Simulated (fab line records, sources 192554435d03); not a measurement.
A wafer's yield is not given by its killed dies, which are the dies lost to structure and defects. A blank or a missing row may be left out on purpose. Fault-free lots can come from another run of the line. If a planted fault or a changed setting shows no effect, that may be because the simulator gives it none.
Which tool is to blame? | flow n5_finfet | 9 lots, 25 wafers sampled, at 6 steps of a route of 1938

== WHAT EACH GAUGE READ, for each wafer ==
N5_BEOL_M4_RC_MEAS_101. Usual: DIBL_N 35.4 mV/V, standard deviation 2.1; DIBL_P 34.8 mV/V, standard deviation 2.6; IOFF_N 0.15 nA/um, standard deviation 0.037; IOFF_P 0.19 nA/um, standard deviation 0.037; ION_N 677 uA/um, standard deviation 16; ION_P 462 uA/um, standard deviation 9.3; SS_N 71.4 mV/dec, standard deviation 0.75; SS_P 72.9 mV/dec, standard deviation 0.77; VT_N 250 mV, standard deviation 3.7; VT_P -251 mV, standard deviation 3.5.
lot  | measured     | on        | DIBL_N (mV/V)  | DIBL_P (mV/V)  | IOFF_N (nA/um) | IOFF_P (nA/um) | ION_N (uA/um) | ION_P (uA/um) | SS_N (mV/dec)  | SS_P (mV/dec)  | VT_N (mV)   | VT_P (mV)      | flag
L405 | day 8 15:54  | prober-02 | 34.8 35.0 33.1 | 32.0 32.7 30.1 | 0.13 0.14 0.11 | 0.19 0.20 0.17 | 679 682 672   | 472 478 470   | 70.9 71.0 70.0 | 72.6 72.5 72.6 | 250 249 253 | -248 -250 -251 |
L407 | day 9 06:27  | prober-02 | 34.7 31.1 35.3 | 35.4 31.0 35.7 | 0.15 0.09 0.14 | 0.18 0.13 0.19 | 697 665 679   | 463 461 464   | 70.7 70.3 71.1 | 72.6 71.1 72.5 | 249 256 249 | -256 -256 -252 |
L409 | day 9 12:27  | prober-02 | 35.6 33.2 32.8 | 35.9 32.4 32.0 | 0.15 0.11 0.11 | 0.20 0.14 0.15 | 677 669 647   | 461 459 454   | 71.1 70.3 71.4 | 73.5 71.7 72.9 | 253 255 253 | -249 -254 -253 |
L411 | day 10 10:59 | prober-01 | 35.8 36.6 36.7 | 35.1 34.8 35.7 | 0.16 0.16 0.16 | 0.19 0.19 0.20 | 697 688 690   | 474 464 471   | 71.5 71.2 71.1 | 72.5 73.1 72.8 | 246 247 247 | -249 -251 -250 |
L413 | day 10 14:34 | prober-01 | 34.5 36.8      | 34.6 36.9      | 0.13 0.16      | 0.17 0.19      | 684 668       | 464 457       | 71.4 71.8      | 72.2 73.4      | 252 249     | -252 -253      |
L416 | day 11 18:29 | prober-02 | 35.7 34.1      | 36.7 34.6      | 0.18 0.16      | 0.24 0.22      | 682 700       | 469 479       | 71.7 71.4      | 72.5 72.1      | 248 246     | -248 -250      |
L424 | day 13 15:20 | prober-01 | 35.9 39.2 35.8 | 34.1 39.1 33.8 | 0.13 0.20 0.13 | 0.15 0.22 0.14 | 656 709 668   | 449 469 445   | 71.6 72.2 71.5 | 72.8 74.6 73.2 | 255 245 254 | -254 -253 -261 |
L425 | day 13 15:49 | prober-01 | 40.6 38.2 36.6 | 40.7 37.9 36.7 | 0.28 0.23 0.18 | 0.31 0.25 0.22 | 709 708 702   | 480 479 478   | 73.2 72.2 72.0 | 74.6 73.6 73.9 | 241 244 246 | -246 -245 -247 |
L427 | day 14 14:02 | prober-02 | 38.0 36.1 36.0 | 40.0 37.1 36.9 | 0.22 0.18 0.17 | 0.26 0.23 0.21 | 710 701 689   | 477 476 467   | 72.6 71.7 71.4 | 73.7 73.3 73.6 | 242 247 246 | -247 -250 -250 |

N5_PASSIVATION_CD_MEAS_30 targets a cd of 4000 nm. Usual: cd_nm at 4000 nm, with a standard deviation of 3.
lot  | measured     | on        | cd_nm (nm)     | flag
L405 | day 13 07:05 | cd_sem-03 | 3998 3996 3999 |
L407 | day 13 14:51 | cd_sem-03 | 4002 4002 3996 |
L409 | day 14 02:23 | cd_sem-03 | 3999 3999 3995 |
L411 | day 14 19:05 | cd_sem-03 | 3999 3997 4000 |
L413 | day 15 01:17 | cd_sem-03 | 4003           |
L416 | day 16 06:35 | cd_sem-01 | 4001           |
L424 | day 17 12:33 | cd_sem-03 | 3998 3993 3995 |
L425 | day 17 17:55 | cd_sem-01 | 4003 4001 4001 |
L427 | day 19 00:44 | cd_sem-02 | 4003 4003 4002 |

N5_PASSIVATION_INSPECT_57: inspects for defects (macro). Usual: raw_defect_count at 2.2, with a standard deviation of 1.4.
lot  | measured     | on                | raw_defect_count | flag
L405 | day 13 13:16 | defect_inspect-02 | 6 0 2            |
L407 | day 13 20:13 | defect_inspect-01 | 3 6 5            |
L409 | day 14 08:00 | defect_inspect-02 | 2 2 0            |
L411 | day 15 00:58 | defect_inspect-02 | 0 5 3            |
L413 | day 15 06:58 | defect_inspect-02 | 0                |
L416 | day 16 12:07 | defect_inspect-02 | 4                |
L424 | day 17 18:20 | defect_inspect-01 | 2 3 0            |
L425 | day 17 23:35 | defect_inspect-02 | 4 3 2            |
L427 | day 19 06:24 | defect_inspect-01 | 5 2 4            |

== EACH LOT AND THE TOOL THAT RAN IT (in order: tool; ch and the chambers of the sampled wafers; start) ==
lot  | N5_BEOL_M10_VIA_ETCH_34            | N5_PASSIVATION_DESCUM_46           | N5_PASSIVATION_PROBE_49
L405 | rie_diel-05 ch 0,2, day 10 22:26   | rie_diel-05 ch 1,2,3, day 13 09:53 | prober-02, day 13 13:01
L407 | rie_diel-05 ch 0,2,3, day 11 13:53 | rie_diel-01 ch 0,1, day 13 16:49   | prober-01, day 13 19:52
L409 | rie_diel-05 ch 0,1,3, day 11 19:33 | rie_diel-03 ch 0,1,2, day 14 04:35 | prober-02, day 14 07:44
L411 | rie_diel-05 ch 1,2,3, day 12 17:53 | rie_diel-05 ch 1,2,3, day 14 21:27 | prober-02, day 15 00:40
L413 | rie_diel-05 ch 0,2, day 13 04:41   | rie_diel-03 ch 3, day 15 03:32     | prober-01, day 15 06:40
L416 | rie_diel-05 ch 1,2, day 14 03:35   | rie_diel-05 ch 0, day 16 08:44     | prober-02, day 16 11:48
L424 | rie_diel-03 ch 1,2,3, day 15 17:49 | rie_diel-05 ch 2,3, day 17 14:57   | prober-01, day 17 18:08
L425 | rie_diel-03 ch 1,2, day 16 03:17   | rie_diel-01 ch 0,1,2, day 17 20:11 | prober-01, day 17 23:14
L427 | rie_diel-01 ch 2,3, day 16 19:31   | rie_diel-05 ch 0,1,3, day 19 03:00 | prober-01, day 19 06:03
- N5_BEOL_M10_VIA_ETCH_34: etches SiCOH lowk in C4F6/O2, target depth 184.5 nm, time 69.2 s.
- N5_PASSIVATION_DESCUM_46: chemistry O2, time 7.9 s.
- N5_PASSIVATION_PROBE_49

== AS READ BY THE TOOLS THEMSELVES (means over the sampled wafers that have a number; for cases with no such wafer, the mark the record gives instead) ==
N5_BEOL_M10_VIA_ETCH_34. Usual: chamber_pressure_mTorr 29.998 mTorr, standard deviation 0.025; drypump_motor_current_A 5.7 A, standard deviation 0.34; oes_f_703_au 0.81 a.u., standard deviation 0.086; oes_product_au 0.81 a.u., standard deviation 0.085; rf_fwd_power_W 341.4 W, standard deviation 1.4; rf_vpp_V 665 V, standard deviation 11; showerhead_plenum_p_Torr 2.88 Torr, standard deviation 0.098; throttle_valve_pct 20.99 %, standard deviation 0.2.
lot  | tool        | chamber_pressure_mTorr (mTorr) | drypump_motor_current_A (A) | oes_f_703_au (a.u.) | oes_product_au (a.u.) | rf_fwd_power_W (W) | rf_vpp_V (V) | showerhead_plenum_p_Torr (Torr) | throttle_valve_pct (%) | flag
L405 | rie_diel-05 | 29.999                         | 5.8                         | 0.79                | 0.79                  | 341.9              | 662          | 2.79                            | 20.86                  |
L407 | rie_diel-05 | 29.989                         | 5.6                         | 0.85                | 0.85                  | 341.9              | 664          | 2.77                            | 20.98                  |
L409 | rie_diel-05 | 29.984                         | 5.6                         | 0.81                | 0.82                  | 341.7              | 662          | 2.82                            | 20.85                  |
L411 | rie_diel-05 | 30.009                         | 5.6                         | 0.87                | 0.88                  | 341.4              | 663          | 2.81                            | 21.02                  |
L413 | rie_diel-05 | 30.000                         | 5.8                         | 0.81                | 0.70                  | 340.9              | 663          | 2.77                            | 20.93                  |
L416 | rie_diel-05 | 29.986                         | 5.8                         | 0.84                | 0.72                  | 341.8              | 663          | 2.84                            | 20.98                  |
L424 | rie_diel-03 | 29.976                         | 5.6                         | 0.80                | 0.80                  | 340.9              | 659          | 2.87                            | 21.01                  |
L425 | rie_diel-03 | 29.999                         | 5.6                         | 0.76                | 0.76                  | 340.4              | 657          | 2.82                            | 21.03                  |
L427 | rie_diel-01 | 30.002                         | 5.8                         | 0.85                | 0.85                  | 341.7              | 668          | 2.94                            | 21.04                  |

N5_PASSIVATION_DESCUM_46. Usual: chamber_pressure_mTorr 20.001 mTorr, standard deviation 0.018; drypump_motor_current_A 5.71 A, standard deviation 0.3; oes_product_au 0.80 a.u., standard deviation 0.076; rf_fwd_power_W 49.24 W, standard deviation 0.22; rf_vpp_V 243.1 V, standard deviation 1.3; showerhead_plenum_p_Torr 2.08 Torr, standard deviation 0.077; throttle_valve_pct 20.48 %, standard deviation 0.17.
lot  | tool        | chamber_pressure_mTorr (mTorr) | drypump_motor_current_A (A) | oes_product_au (a.u.) | rf_fwd_power_W (W) | rf_vpp_V (V) | showerhead_plenum_p_Torr (Torr) | throttle_valve_pct (%) | flag
L405 | rie_diel-05 | 20.001                         | 5.65                        | 0.85                  | 49.24              | 242.9        | 2.06                            | 20.53                  |
L407 | rie_diel-01 | 19.984                         | 6.12                        | 0.74                  | 49.34              | 243.4        | 2.12                            | 20.49                  |
L409 | rie_diel-03 | 20.000                         | 5.54                        | 0.78                  | 49.16              | 243.4        | 2.12                            | 20.59                  |
L411 | rie_diel-05 | 19.997                         | 5.65                        | 0.84                  | 49.41              | 243.0        | 2.06                            | 20.55                  |
L413 | rie_diel-03 | 19.984                         | 5.59                        | 0.77                  | 49.45              | 242.6        | 2.10                            | 20.38                  |
L416 | rie_diel-05 | 19.987                         | 5.79                        | 0.71                  | 49.21              | 241.7        | 2.03                            | 20.30                  |
L424 | rie_diel-05 | 20.004                         | 5.66                        | 0.82                  | 49.18              | 242.0        | 2.01                            | 20.71                  |
L425 | rie_diel-01 | 20.013                         | 6.11                        | 0.75                  | 49.06              | 244.0        | 2.11                            | 20.48                  |
L427 | rie_diel-05 | 20.006                         | 5.63                        | 0.83                  | 49.36              | 243.2        | 2.05                            | 20.37                  |

N5_PASSIVATION_PROBE_49. Usual: defect_limited_yield 90.5 %, standard deviation 1.7; killed_at_M0_to_M3 37, standard deviation 12; killed_at_M4_up 14, standard deviation 5.2; killed_at_contacts 12, standard deviation 5.9; killed_at_front_end 45, standard deviation 14; killed_at_other 3.5, standard deviation 2.8; killed_dies 112, standard deviation 21; killed_on_rim 15, standard deviation 4.5; killed_open 73, standard deviation 15; killed_short 36, standard deviation 8.9; sort_bin_4_leakage 0.00 %, standard deviation 0.007; sort_bin_5_function 5.6 %, standard deviation 1.2; sort_bin_6_memory 3.5 %, standard deviation 0.68; sort_n_pass 1068, standard deviation 21; sort_yield_pct 90.5 %, standard deviation 1.8.
lot  | tool      | defect_limited_yield (%) | killed_at_M0_to_M3 | killed_at_M4_up | killed_at_contacts | killed_at_front_end | killed_at_other | killed_dies | killed_on_rim | killed_open | killed_short | sort_bin_4_leakage (%) | sort_bin_5_function (%) | sort_bin_6_memory (%) | sort_n_pass | sort_yield_pct (%) | flag
L405 | prober-02 | 91.8                     | 28                 | 21              | 5                  | 41                  | 2.0             | 96          | 11            | 54          | 40           | 0.00                   | 4.4                     | 3.4                   | 1084        | 91.8               |
L407 | prober-01 | 91.5                     | 32                 | 14              | 15                 | 36                  | 4.0             | 100         | 13            | 64          | 32           | 0.00                   | 5.0                     | 3.0                   | 1080        | 91.5               |
L409 | prober-02 | 89.3                     | 38                 | 13              | 11                 | 62                  | 0.3             | 126         | 15            | 85          | 38           | 0.00                   | 6.3                     | 3.8                   | 1054        | 89.3               |
L411 | prober-02 | 90.9                     | 33                 | 15              | 13                 | 45                  | 2.7             | 108         | 17            | 72          | 29           | 0.00                   | 5.7                     | 3.2                   | 1072        | 90.9               |
L413 | prober-01 | 46.5                     | 26                 | 558             | 10                 | 36                  | 3.0             | 632         | 84            | 52          | 31           | 0.00                   | 50.6                    | 2.6                   | 548         | 46.5               | OFF
L416 | prober-02 | 46.0                     | 36                 | 558             | 10                 | 32                  | 2.0             | 638         | 83            | 54          | 30           | 0.00                   | 51.2                    | 2.6                   | 542         | 46.0               | OFF
L424 | prober-01 | 92.1                     | 26                 | 15              | 8                  | 40                  | 4.0             | 93          | 10            | 60          | 31           | 0.00                   | 4.8                     | 2.8                   | 1087        | 92.1               |
L425 | prober-01 | 89.5                     | 22                 | 15              | 14                 | 63                  | 9.3             | 124         | 17            | 84          | 36           | 0.03                   | 6.4                     | 3.6                   | 1056        | 89.5               | OFF
L427 | prober-01 | 91.7                     | 36                 | 13              | 10                 | 35                  | 2.3             | 97          | 14            | 61          | 31           | 0.00                   | 4.8                     | 3.1                   | 1083        | 91.7               |

== THE ANSWER, worked out from the rows above alone ==
Rule: a lot counts as off when the mean over its wafers that have a number is more than 3 standard deviations away from the usual mean. Also off: a lot with no number at a reading for which 4 or more lots have one. The other lots that the step has rows for count as sound. After the gauges, taken in route order, come the tools' own readings; for these a lot's mean is taken, as printed above. At the first step where some lot is off, the reading lying furthest off is the one used; lots without a number count as furthest.
Off: L413, L416 (N5_PASSIVATION_PROBE_49, killed_at_M4_up).
If a tool, at that step or one of the process steps before it, ran each lot that is off and ran no sound lot following the first of them, it fits. One fits: N5_BEOL_M10_VIA_ETCH_34 on rie_diel-05. A fault onset in the window from L411 (day 12 17:53, its last sound lot) to L413 (day 13 04:41, its first lot off) fits.

== WHAT THE SIMULATOR HAD INSERTED ==
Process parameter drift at N5_BEOL_M10_VIA_ETCH_34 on rie_diel-05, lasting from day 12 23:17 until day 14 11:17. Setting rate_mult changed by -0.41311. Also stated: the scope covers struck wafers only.
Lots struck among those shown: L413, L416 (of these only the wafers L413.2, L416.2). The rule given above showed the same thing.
